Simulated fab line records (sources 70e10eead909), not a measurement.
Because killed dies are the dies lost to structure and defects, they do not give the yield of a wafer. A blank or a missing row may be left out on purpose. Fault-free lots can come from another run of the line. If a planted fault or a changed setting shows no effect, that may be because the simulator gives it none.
Struck lot and sound lot, side by side | flow nand-harc | 39 steps out of a route of 1302
Sound: wafers L437.2, L437.3, L437.6. Struck: wafer L445.3 (L445.1, L445.4, from the same lot, were not struck and are left out); the cause is given at the end.
At each step with rows: each side's tool, then ch and its chambers, then its first start. Under that, the readings that differ: sound wafers | struck wafers | difference of the means | sigmas: that difference in standard deviations of wafers without a fault.
alike: words and numbers the same on both sides, and readings whose means are apart by under 2 such deviations; not compared: readings that were withheld, readings missing a value for some wafer, numbers with overlapping values and no deviation given by the record, and bounds like >300 which may hide the same value.
Wherever a step has rows on one side only, a row that says differs or no value, or a row with sigmas, the two part there. Numbers that have no deviation but don't overlap get no sigmas and don't part them. A reading that every wafer of one side lacks parts them only if that side has two wafers or more.

first, 4 steps without rows for these wafers: NHARC_P_BONDPAD_HARDBAKE_10 (time 65 s); NHARC_P_BONDPAD_DESCUM_11 (chemistry O2, time 3 s); NHARC_P_BONDPAD_ETCH_37 (etches the open film in N2/H2, target depth 60 nm, overetch 18 nm, time 65.91 s); NHARC_P_BONDPAD_ETCH_12 (etches the open film in CHF3/O2, target depth 200 nm, time 100 s).
NHARC_P_BONDPAD_CD_MEAS_13:
  struck on cd-sem-02, day 11 12:33; sound on cd-sem-03, day 8 07:44
  alike: cd-nm
NHARC_P_BONDPAD_STRIP_15: strips in O2.
  sound on rie-diel-10 ch 2,3, day 8 07:48; struck on rie-diel-04 ch 3, day 11 12:38
  alike: chamber-pressure-mTorr, drypump-motor-current-A, oes-product-au, rf-vpp-V, showerhead-plenum-p-Torr, throttle-valve-pct
  not compared: rf-hours-counter-h
NHARC_P_BONDPAD_ETCH_24: etches the open film in CF4/N2, target depth 30 nm, time 72.99 s.
  sound on rie-diel-10 ch 1,2; struck on rie-diel-04 ch 2
  alike: chamber-pressure-mTorr, drypump-motor-current-A, oes-product-au, rf-vpp-V, showerhead-plenum-p-Torr, throttle-valve-pct
  not compared: rf-hours-counter-h
then, 4 steps without rows for these wafers: NHARC_P_BONDPAD_STRIP_16 (strips in post etch residue remover, time 600 s); NHARC_P_BONDPAD_DEGAS_25 (time 60 s); NHARC_P_BONDPAD_PRE_CLEAN_26 (time 30 s); NHARC_P_BONDPAD_PVD_17 (deposits TaN, target thk 5 nm, time 8.06 s).
NHARC_P_BONDPAD_PVD_27: deposits Cu, target thk 30 nm, time 20.49 s.
  sound on pvd-sputter-01; struck on pvd-sputter-03
  alike: throttle-valve-pct
NHARC_P_BONDPAD_ECD_18: material Cu, target thk 400 nm.
  sound on ecd-cu-01 ch 0,1, day 8 08:52; struck on ecd-cu-02 ch 0,1, day 11 13:32
NHARC_P_BONDPAD_ANNEAL_28: time 90 s.
  sound on rtp-anneal-01 ch 0, day 8 09:25; struck on rtp-anneal-02 ch 0, day 11 13:55
  reading          | sound             | struck | difference | sigmas
  wafer_temp_C_max | 226.4 226.8 226.3 | 225.3  | -1.2       | -3
  alike: anneal-temp-c-max
NHARC_P_BONDPAD_CMP_19: polishes, t overpolish 30 s, cu recess touch 16 s, target thk 160.81 nm.
  sound on cmp-02 ch 1,3, day 8 09:45; struck on cmp-02 ch 3, day 11 14:18
  alike: motor-current-A, overpolish-run-s
then, 1 step without rows for these wafers: NHARC_P_BONDPAD_SRD_21 (time 30 s, dry time 20 s).
NHARC_P_BONDPAD_INSPECT_23:
  struck on defect-inspect-02, day 11 14:49; sound on defect-inspect-02, day 8 10:14
  alike: raw-defect-count
then, 3 steps without rows for these wafers: NHARC_P_BONDPAD_ACTIVATE_29 (chemistry N2, time 60 s); NHARC_P_BONDPAD_PRECLEAN_30 (cleans in DIW, time 300 s); NHARC_P_BONDPAD_SRD_31 (time 30 s, dry time 20 s).
NHARC_A_START_INSPECT_01:
  the record holds rows for the sound wafers here (defect-inspect-02, day 8 10:43) but none for the struck ones
then, 11 steps without rows for these wafers: NHARC_A_ZERO_WELL_PRECLEAN_00 (cleans in SPM, time 600 s); NHARC_A_ZERO_WELL_SRD_01; NHARC_A_ZERO_WELL_DEHYDRATE_02 (time 120 s); NHARC_A_ZERO_WELL_HMDS_03 (time 30 s); NHARC_A_ZERO_WELL_COAT_18 (time 65 s); NHARC_A_ZERO_WELL_COAT_04 (resist thk 600 nm); NHARC_A_ZERO_WELL_SOFTBAKE_05 (time 70 s); NHARC_A_ZERO_WELL_EBR_06; NHARC_A_ZERO_WELL_EXPOSE_07 (exposes mask A ZERO); NHARC_A_ZERO_WELL_PEB_08 (peb time 80 s); NHARC_A_ZERO_WELL_DEVELOP_09 (time 50 s).
NHARC_A_ZERO_WELL_CD_MEAS_10: the cd target is 2000 nm.
  the record has rows for the sound wafers here (cd-sem-03 ch 0, day 8 11:34) and none for the struck ones
then, 5 steps without rows for these wafers: NHARC_A_ZERO_WELL_HARDBAKE_11 (time 65 s); NHARC_A_ZERO_WELL_DESCUM_12 (chemistry O2, time 3 s); NHARC_A_ZERO_WELL_ETCH_19 (etches the open film in N2/H2, target depth 80 nm, overetch 24 nm, time 87.88 s); NHARC_A_ZERO_WELL_ETCH_13 (etches the open film in HBr/Cl2, target depth 120 nm, time 40.1 s); NHARC_A_ZERO_WELL_STRIP_14 (strips in SPM, time 900 s).
-- record jumps: 17 days between struck wafers' starts before vs after; left off in module A_ZERO_WELL, resumes in module END, first step shown is number 1302 of the route --
NHARC_END_SORT_01:
  sound on prober-01 ch 0, day 26 00:52; struck on prober-02 ch 0, day 28 12:30
  reading                  | sound          | struck                   | difference                   | sigmas
  hold                     | - - -          | await-dispo/1.9h/release | no value on the sound wafers |
  defect-limited-yield (%) | 95.3 92.9 95.9 | 0                        | -95                          | -33
  killed-at-other          | 4 7 1          | 0                        | -4                           | -3
  killed-at-periphery      | 9 4 4          | 638                      | +632                         | +99 or more
  killed-dies              | 32 48 28       | 677                      | +641                         | +32
  alike: killed-at-array, killed-open, killed-short

## WHERE THEY PART
Last at NHARC_END_SORT_01 as far as this record goes, first at NHARC_P_BONDPAD_ANNEAL_28.

WHY: the cause the simulator had injected
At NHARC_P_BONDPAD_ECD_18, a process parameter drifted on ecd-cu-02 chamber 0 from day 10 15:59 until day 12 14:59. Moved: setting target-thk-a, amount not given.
